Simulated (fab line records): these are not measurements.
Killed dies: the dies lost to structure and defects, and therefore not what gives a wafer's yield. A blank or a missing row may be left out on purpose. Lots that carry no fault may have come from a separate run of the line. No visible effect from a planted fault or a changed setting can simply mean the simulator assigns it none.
Struck lot and sound lot, side by side | flow nand-harc | 14 steps out of a route of 1159
Sound: these wafers, L208.1, L208.2, L208.6. Struck: wafer L200.4; the same lot's L200.5 was not struck, so it is left out; see the end for the cause.
Per side, at each step with rows, come the tool, then ch with its chambers, and then its first start. Under that, the readings that differ: sound wafers | struck wafers | difference of the means | sigmas: that difference in standard deviations of wafers without a fault.
alike: readings with means less than 2 such deviations apart, plus words and numbers identical on both sides. not compared: withheld readings, readings lacking a value on some wafer, bounds such as >300 that could conceal the same value, and numbers that have no deviation in the record and whose values overlap.
The two part at a step that has a row with sigmas, a row that says differs or no value, or rows on one side only. Non-overlapping numbers with no deviation appear without sigmas and do not part them. A reading that every wafer of one side lacks parts them only if that side has two wafers or more.

first, 1 step without rows for these wafers: NHARC_A_ONON_D1_DEP_03 (target thk 1000 nm).
NHARC_A_ONON_D1_THK_MEAS_05: measures by ellipsometry.
  sound: film-metro-01 at day 10 20:12; struck: film-metro-02 at day 8 16:11
  alike: thk-nm
then, 1 step without rows for these wafers: NHARC_A_ONON_D1_DEP_06 (target thk 1000 nm).
NHARC_A_ONON_D1_THK_MEAS_08: measures by ellipsometry.
  sound: film-metro-02 at day 10 20:46; struck: film-metro-02 at day 8 16:46
  alike: thk-nm
then, 1 step without rows for these wafers: NHARC_A_ONON_D1_DEP_09 (target thk 1000 nm).
NHARC_A_ONON_D1_THK_MEAS_11: measures by ellipsometry.
  sound: film-metro-02 at day 10 21:19; struck: film-metro-02 at day 8 17:20
  alike: thk-nm
then, 1 step without rows for these wafers: NHARC_A_ONON_D1_DEP_12 (target thk 1000 nm).
NHARC_A_ONON_D1_THK_MEAS_14: measures by ellipsometry.
  sound: film-metro-01 at day 10 21:53; struck: film-metro-02 at day 8 17:54
  alike: thk-nm
then, 2 steps without rows for these wafers: NHARC_A_ONON_D1_ANNEAL_15 (time 3600 s); NHARC_A_ONON_D1_DEP_16 (target thk 1000 nm).
NHARC_A_ONON_D1_THK_MEAS_18: measures by ellipsometry.
  sound: film-metro-02 at day 11 06:00; struck: film-metro-01 at day 9 00:59
  alike: thk-nm
NHARC_A_ONON_D1_DEP_19: target thk 1000 nm.
  sound on pecvd-onon-02 ch 0, day 11 06:04; struck on pecvd-onon-01 ch 0, day 9 01:13
  alike: n2o-flow-sccm, susceptor-temp-C
NHARC_A_ONON_D1_THK_MEAS_21: measures by ellipsometry.
  sound: film-metro-01 at day 11 06:34; struck: film-metro-01 at day 9 01:34
  reading     | sound        | struck | difference | sigmas
  thk-nm (nm) | 1001 999 999 | 892    | -108       | -12
then, 1 step without rows for these wafers: NHARC_A_ONON_D1_DEP_22 (target thk 1000 nm).

== WHERE THEY PART ==
At NHARC_A_ONON_D1_THK_MEAS_21 and nowhere else, as far as this record goes.

WHY: the cause the simulator had injected
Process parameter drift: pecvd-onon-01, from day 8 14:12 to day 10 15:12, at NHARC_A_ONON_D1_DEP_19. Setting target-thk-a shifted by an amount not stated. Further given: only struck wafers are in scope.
